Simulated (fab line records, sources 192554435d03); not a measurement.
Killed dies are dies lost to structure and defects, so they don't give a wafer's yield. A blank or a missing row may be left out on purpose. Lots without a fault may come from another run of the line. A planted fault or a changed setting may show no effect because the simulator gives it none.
Chamber matching | flow n5_finfet | N5_GATE_CUT_CMP_23 on cmp-03: 4 sister chambers
The step polishes, stops on SiO2, t overpolish 23.4 s, target thk 16 nm. 4 wafers are shown with their chamber, then 9 later ones without.

WAFERS WITH THEIR CHAMBER
wafer  | chamber | time_to_endpoint_s (s)
L082.4 | 2       | 25.5
L082.6 | 3       | 21.5
L085.4 | 1       | 21.1
L085.6 | 0       | 14.8

WAFERS WITHOUT THEIR CHAMBER
wafer  | time_to_endpoint_s (s)
L086.1 | 20.4
L086.2 | 18.5
L086.3 | 16.1
L089.1 | 19.3
L089.4 | 24.8
L089.6 | 20.0
L076.2 | 17.5
L076.3 | 17.9
L076.5 | 17.9

WHICH CHAMBER EACH WENT THROUGH
wafer  | from the rows above          | in truth
L086.1 | can't be placed: 1 or 3      | 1
L086.2 | can't be placed: 1 or 3 or 0 | 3
L086.3 | can't be placed: 0 or 1 or 3 | 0
L089.1 | can't be placed: 1 or 3 or 0 | 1
L089.4 | can't be placed: 2 or 3 or 1 | 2
L089.6 | can't be placed: 1 or 3 or 0 | 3
L076.2 | can't be placed: 0 or 1 or 3 | 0
L076.3 | can't be placed: 0 or 1 or 3 | 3
L076.5 | can't be placed: 0 or 1 or 3 | 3
Placed correctly: 0 of 9. Can't be placed from these rows: 9 (the true chamber is among the candidates in 9). Placed wrongly: 0.
How it was worked out, from the rows above alone: a wafer's distance from a chamber is the root of the sum, over the readings, of the square of ((its reading less the chamber's mean) divided by the reading's scatter). The wafer belongs to the nearest chamber; if the next one is less than 2 further off, it can't be placed. A chamber's mean is the mean of its shown wafers. The scatter: with one shown wafer a chamber, the root of the mean of the squares of how far each hidden wafer lies from its nearest shown one.
